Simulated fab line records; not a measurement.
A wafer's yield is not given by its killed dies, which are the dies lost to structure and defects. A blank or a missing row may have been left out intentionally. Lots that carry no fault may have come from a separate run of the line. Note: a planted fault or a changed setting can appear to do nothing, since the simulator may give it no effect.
Chamber matching + flow n5_finfet + 4 sister chambers for N5_FIN_CUT_CUT_ETCH_27 on rie_diel-03
The step etches SiO2 in CHF3/O2, target depth 4 nm, overetch 2 nm, time 4.9 s. 18 wafers are shown with their chamber, then 9 later ones without.

EACH WAFER AND ITS CHAMBER
| wafer  | chamber | showerhead_plenum_p_Torr (Torr) | oes_product_au (a.u.) | throttle_valve_pct (%) |
|--------|---------|---------------------------------|-----------------------|------------------------|
| L077.1 | 2       | 2.33                            | 0.61                  | 18.76                  |
| L077.2 | 3       | 2.35                            | 0.67                  | 18.74                  |
| L077.5 | 1       | 2.49                            | 0.54                  | 18.91                  |
| L078.2 | 0       | 2.32                            | 0.61                  | 18.91                  |
| L078.4 | 1       | 2.49                            | 0.54                  | 18.92                  |
| L078.6 | 3       | 2.35                            | 0.66                  | 18.75                  |
| L081.2 | 2       | 2.33                            | 0.60                  | 18.76                  |
| L081.3 | 0       | 2.32                            | 0.61                  | 18.92                  |
| L081.4 | 3       | 2.34                            | 0.66                  | 18.76                  |
| L083.1 | 2       | 2.32                            | 0.59                  | 18.76                  |
| L083.2 | 1       | 2.48                            | 0.54                  | 18.93                  |
| L083.3 | 3       | 2.34                            | 0.66                  | 18.77                  |
| L084.2 | 1       | 2.48                            | 0.54                  | 18.92                  |
| L084.4 | 2       | 2.32                            | 0.60                  | 18.78                  |
| L084.5 | 2       | 2.32                            | 0.60                  | 18.79                  |
| L085.1 | 0       | 2.32                            | 0.62                  | 18.94                  |
| L085.3 | 1       | 2.48                            | 0.53                  | 18.94                  |
| L085.5 | 2       | 2.32                            | 0.60                  | 18.76                  |

SIGNATURES (averages over the wafers above)
| reading                  | chamber 0 | chamber 1 | chamber 2 | chamber 3 | scatter within a chamber |
|--------------------------|-----------|-----------|-----------|-----------|--------------------------|
| showerhead_plenum_p_Torr | 2.3200    | 2.4840    | 2.3233    | 2.3450    | 0.00502                  |
| oes_product_au           | 0.6133    | 0.5380    | 0.6000    | 0.6625    | 0.00549                  |
| throttle_valve_pct       | 18.9233   | 18.9240   | 18.7683   | 18.7550   | 0.013                    |
Rule: a wafer lies at a distance from a chamber equal to the root of the sum of squares, over the readings, of (its reading less the chamber's mean, divided by the reading's scatter). If the next closest chamber is less than 2 further off than the closest, the wafer can't be placed; otherwise it belongs to the closest. The scatter is the square root of a quotient: the sum, over the shown wafers, of each reading's squared deviation from its chamber's mean, divided by wafers minus chambers.

WAFERS WHOSE CHAMBER IS MISSING
| wafer  | showerhead_plenum_p_Torr (Torr) | oes_product_au (a.u.) | throttle_valve_pct (%) |
|--------|---------------------------------|-----------------------|------------------------|
| L087.1 | 2.31                            | 0.61                  | 18.93                  |
| L087.3 | 2.32                            | 0.59                  | 18.78                  |
| L087.6 | 2.31                            | 0.61                  | 18.95                  |
| L092.1 | 2.31                            | 0.61                  | 18.96                  |
| L092.2 | 2.34                            | 0.64                  | 18.78                  |
| L092.4 | 2.32                            | 0.59                  | 18.80                  |
| L094.1 | 2.32                            | 0.59                  | 18.79                  |
| L094.5 | 2.32                            | 0.59                  | 18.78                  |
| L094.6 | 2.47                            | 0.53                  | 18.97                  |

EACH ONE'S CHAMBER
| wafer  | from the rows above | in truth |
|--------|---------------------|----------|
| L087.1 | 0                   | 0        |
| L087.3 | 2                   | 2        |
| L087.6 | 0                   | 0        |
| L092.1 | 0                   | 0        |
| L092.2 | 3                   | 3        |
| L092.4 | 2                   | 2        |
| L094.1 | 2                   | 2        |
| L094.5 | 2                   | 2        |
| L094.6 | 1                   | 1        |
Correct placement for 9 of the 9. Left unplaced by these rows: 0. 0 placed wrongly.
